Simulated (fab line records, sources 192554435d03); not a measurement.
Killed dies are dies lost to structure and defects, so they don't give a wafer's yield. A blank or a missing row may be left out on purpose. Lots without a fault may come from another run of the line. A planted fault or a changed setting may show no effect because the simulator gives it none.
A struck lot beside a sound one | flow n5_finfet | 38 steps out of a route of 1938
Sound: wafers L244.4, L244.5, L244.6. Struck: wafer L235.2. (L235.1, L235.5 of the same lot were not struck and are left out.) The cause comes at the end.
At each step with rows: each side's tool, then ch and its chambers, then its first start. Under that, the readings that differ: sound wafers | struck wafers | difference of the means | sigmas: that difference in standard deviations of wafers without a fault.
alike: readings whose means differ by less than 2 such deviations, and words and numbers that are the same on both sides. not compared: withheld readings, readings that some wafer has no value for, bounds like >300 that may hide the same value, and numbers for which the record gives no deviation and whose values overlap.
The two part at a step that has a row with sigmas, a row that says differs or no value, or rows on one side only. Numbers that don't overlap but have no deviation are shown without sigmas and don't part them. A reading that every wafer of one side lacks parts them only if that side has two wafers or more.

first, 8 steps without rows for these wafers: N5_BEOL_M0_ECD_118 (material Cu, target thk 300 nm); N5_BEOL_M0_ANNEAL_119 (time 90 s); N5_BEOL_M0_CMP_120 (polishes, stops on SiOC, t overpolish 6.9 s); N5_BEOL_M0_PRE_CLEAN_131 (time 15 s); N5_BEOL_M0_CO_CAP_123 (material Co, precursor CCTBA/H2, target thk 2 nm, time 102.1 s); N5_BEOL_M0_PRE_CLEAN_124 (time 15 s); N5_BEOL_M0_DEP_125 (deposits SiCN from 3MS/NH3, target thk 8 nm, time 14 s); N5_BEOL_M1_ILD_DEP_00 (deposits SiOC from DEMS/O2, target thk 79 nm, time 15.3 s).
N5_BEOL_M1_PECVD_72: deposits SiO2 from TEOS/O2, target thk 16 nm, time 18 s.
  sound on pecvd-03 ch 0,1,2, day 11 14:31; struck on pecvd-04 ch 1, day 9 00:40
  reading                                    | sound                | struck | difference | sigmas
  susceptor_temp_C (C)                       | 399.75 399.96 399.71 | 385.80 | -14.01     | -61
  throttle_valve_pct (%)                     | 20.1 21.3 23.3       | 24.6   | +3.0       | +2
  model.SiO2_of_BEOL_M1_PECVD_72.thk_nm (nm) | 15.8 15.8 16         | 17.6   | +1.7       |
  alike: heater_power_w, showerhead_plenum_p_Torr
then, 25 steps without rows for these wafers: N5_BEOL_M1_HM_DEP_02 (deposits TiN, target thk 20 nm); N5_BEOL_M1_COAT_61 (time 60 s, resist thk 60 nm); N5_BEOL_M1_COAT_62 (time 60 s, resist thk 12 nm); N5_BEOL_M1_COAT_73 (time 60 s, resist thk 5 nm); N5_BEOL_M1_COAT_05 (resist thk 30 nm); N5_BEOL_M1_EBR_07; N5_BEOL_M1_SOFTBAKE_06 (time 60 s); N5_BEOL_M1_EXPOSE_08 (exposes mask M1); N5_BEOL_M1_PEB_09 (peb time 60 s); N5_BEOL_M1_DEVELOP_10 (develop time 30 s); N5_BEOL_M1_DESCUM_16 (chemistry O2, time 7 s); N5_BEOL_M1_ETCH_74 (etches underlayer in N2/H2, target depth 6.5 nm, time 5.2 s); N5_BEOL_M1_ETCH_63 (etches SiARC in CF4, target depth 15.6 nm, time 26 s); N5_BEOL_M1_ETCH_64 (etches SOC in N2/H2, target depth 75 nm, overetch 15 nm, time 112.5 s); N5_BEOL_M1_STRIP_65 (strips in N2/H2); N5_BEOL_M1_STRIP_75 (strips in N2/H2); N5_BEOL_M1_STRIP_66 (strips in CF4); N5_BEOL_M1_HM_OPEN_17 (chemistry Cl2/BCl3, target TiN, target depth 20 nm, overetch 6 nm); N5_BEOL_M1_STRIP_19 (strips in O2); N5_BEOL_M1_COAT_67 (time 60 s, resist thk 60 nm); N5_BEOL_M1_COAT_68 (time 60 s, resist thk 12 nm); N5_BEOL_M1_COAT_76 (time 60 s, resist thk 5 nm); N5_BEOL_M1_COAT_22 (resist thk 30 nm); N5_BEOL_M1_EBR_24; N5_BEOL_M1_SOFTBAKE_23 (time 60 s).
N5_BEOL_M1_HM_STRIP_39: strips TiN in peroxide tin strip, target depth 25 nm, time 158 s.
  sound on wet_bench-01 ch 2,3,7, day 12 02:25; struck on wet_bench-06 ch 3, day 9 10:35
  reading                                    | sound          | struck | difference | sigmas
  model.SiO2_of_BEOL_M1_PECVD_72.thk_nm (nm) | 15.6 15.6 15.8 | 17.4   | +1.7       |
N5_BEOL_M1_CMP_52: polishes, stops on SiOC, t overpolish 6.8 s, target thk 40 nm.
  sound on cmp-02 ch 0,1, day 12 06:05; struck on cmp-03 ch 2, day 9 13:58
  reading                      | sound          | struck | difference | sigmas
  barrier_field_endpoint_s (s) | 24.9 25.0 25.1 | 27.3   | +2.3       | +3
  motor_current_A (A)          | 6.8 6.4 6.7    | 5.5    | -1.1       | -3
  alike: edge_zone_pressure_frac, platen_rpm
N5_BEOL_M4_RC_MEAS_101:
  sound on prober-02 ch 0, day 14 05:05; struck on prober-02 ch 0, day 11 09:22
  reading        | sound          | struck | difference | sigmas
  DIBL_N (mV/V)  | 39.8 37.0 40.3 | 29.8   | -9.2       | -3
  DIBL_P (mV/V)  | 40 37 42       | 29     | -11        | -3
  IOFF_N (nA/um) | 0.23 0.17 0.26 | 0.10   | -0.12      | -3
  IOFF_P (nA/um) | 0.26 0.21 0.30 | 0.13   | -0.13      | -2
  ION_N (uA/um)  | 692 698 696    | 657    | -38        | -3
  SS_N (mV/dec)  | 72.3 71.3 73.2 | 70.0   | -2.3       | -3
  SS_P (mV/dec)  | 74.0 73.3 74.7 | 71.8   | -2.2       | -2
  alike: ION_P, VT_N, VT_P
-- the record jumps here: 5 days lie between the struck wafers' starts before and after (it left off in module BEOL_M4 and takes up again in module PASSIVATION, whose first step shown is number 1936 of the route) --
N5_PASSIVATION_PROBE_49:
  sound on prober-01, day 17 23:40; struck on prober-01, day 15 21:28
  reading                  | sound          | struck | difference | sigmas
  defect_limited_yield (%) | 91.6 92.7 89.9 | 88.4   | -3.0       | -2
  killed_at_front_end      | 39 29 34       | 60     | +26        | +2
  killed_dies              | 99 86 119      | 137    | +36        | +2
  killed_short             | 34 16 41       | 47     | +17        | +2
  sort_bin_5_function (%)  | 4.5 4.3 6.4    | 7.2    | +2.1       | +2
  sort_n_pass              | 1080 1094 1061 | 1043   | -35        | -2
  alike: killed_at_M0_to_M3, killed_at_M4_up, killed_at_contacts, killed_at_other, killed_open, sort_bin_4_leakage, sort_bin_6_memory, sort_bin_8_speed, sort_yield_pct

WHERE THEY PART
First at N5_BEOL_M1_PECVD_72; last, within this record, at N5_PASSIVATION_PROBE_49.

WHY: what the simulator had put in
Process parameter drift: pecvd-04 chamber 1, from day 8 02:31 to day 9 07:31, at N5_BEOL_M1_PECVD_72. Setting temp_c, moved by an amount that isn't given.
